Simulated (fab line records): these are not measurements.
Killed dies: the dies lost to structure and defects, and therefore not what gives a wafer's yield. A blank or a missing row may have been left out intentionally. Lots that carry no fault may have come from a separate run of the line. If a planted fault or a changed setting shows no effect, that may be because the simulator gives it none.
Code-filled problem report in 8D (eight disciplines) form ; flow n5Finfet ; the parts of the form that need people (team, actions taken, sign-off) are left out

== 1. PROBLEM STATEMENT ==
A mean of 430.45 C is read at N5_BEOL_M10_PECVD_70 for susceptorTempC, taken on 1 wafer of 1 lot, against 399.97 C (standard deviation 0.21) on wafers free of any fault. So: +99 or more standard deviations from the usual mean.
The step: deposits SiO2 from TEOS/O2, target thk 20 nm, time 22.7 s.
The first sign was on wafer L774.5 at day 11 08:08, on pecvd-03. The record holds 27 wafers of 9 lots with a number at this step. Rule for "out", or "out of limits": more than 4 standard deviations from the usual mean. All remaining wafers that have a number are taken as sound.

== 2. WHAT IT IS, AND WHAT IT ISN'T ==
question;is;is not
which readings at this step;susceptorTempC;heaterPowerW, rfFwdPowerW, showerheadPlenumPTorr, showerheadVppV, throttleValvePct
which lots;L774;L773, L775, L787, L788, L792, L793, L794, L795
which wafers of those lots;L774.5;L774.4, L774.6
read on which tools;pecvd-03;pecvd-01, pecvd-02
when;from day 11 08:08;"up to then (8 sound wafers); but 18 sound wafers of L787, L788, L792, L793, L794, L795 came after"

== 3. THE SUSPECTS, EACH WITH WHAT RULES IT OUT ==
Counting: any tool at a process step up to the reading remains a suspect provided it ran every lot that is out. Sound lots after the first of them don't rule it out here, since some wafers of a struck lot are sound.
- rieDiel-03 at N5_BEOL_M9_ETCH_41 (etches SiCN in CH3F/O2, target depth 36.6 nm, time 70.1 s): kept. L774, the lot that is out, went through it at day 11 08:08; up to then, the latest sound lot through it was L773 at day 10 08:51. N5_BEOL_M9_ETCH_41 gives no start for some lots, so the hours and the order of its lots are those of N5_BEOL_M10_PECVD_70.
- pecvd-03 at N5_BEOL_M10_PECVD_70 (deposits SiO2 from TEOS/O2, target thk 20 nm, time 22.7 s): kept. L774, the lot that is out, went through it at day 11 08:08; up to then, the latest sound lot through it was L773 at day 10 08:51. Its own susceptorTempC readings are out on those wafers.
- In pecvd-03 at N5_BEOL_M10_PECVD_70, the wafers that are out were processed in chamber 2 and their sound lot-mates in chambers 0, 1.
What counting leaves: rieDiel-03 at N5_BEOL_M9_ETCH_41 and pecvd-03 at N5_BEOL_M10_PECVD_70.

== 4. THE CAUSE (what the simulator had put in) ==
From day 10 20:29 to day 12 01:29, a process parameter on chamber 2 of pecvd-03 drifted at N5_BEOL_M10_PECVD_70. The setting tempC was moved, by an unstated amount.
Counting left 2 suspects, and this tool is among them.

== 5. SEQUENCE OF EFFECTS, ordered by route ==
Each row: a reading where the mean over the struck wafers with a number is more than 3 standard deviations away from the usual. Readings are gone through only where the record gives a usual standard deviation; hours: the median, over the lots, of the time from a lot's start at the first step in this table giving one to that lot's start at this step; sigmas: the change measured in usual standard deviations.
hours;step;reading;usual;on struck wafers;change;sigmas
0;N5_BEOL_M10_PECVD_70;susceptorTempC;399.97 C;430.45;+30.48;+99 or more
7;N5_BEOL_M10_CMP_52;barrierFieldEndpointS;28.7 s;24.2;-4.5;-5.5
Its process steps:
- N5_BEOL_M10_PECVD_70: deposits SiO2 from TEOS/O2, target thk 20 nm, time 22.7 s.
- N5_BEOL_M10_CMP_52: polishes, stops on SiCOH lowk, t overpolish 7 s, target thk 140 nm.

== 6. WHAT WOULD HAVE CAUGHT IT SOONER ==
First out-of-limits reading in this record: day 11 08:08, which is 12 hours after fault onset at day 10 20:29.
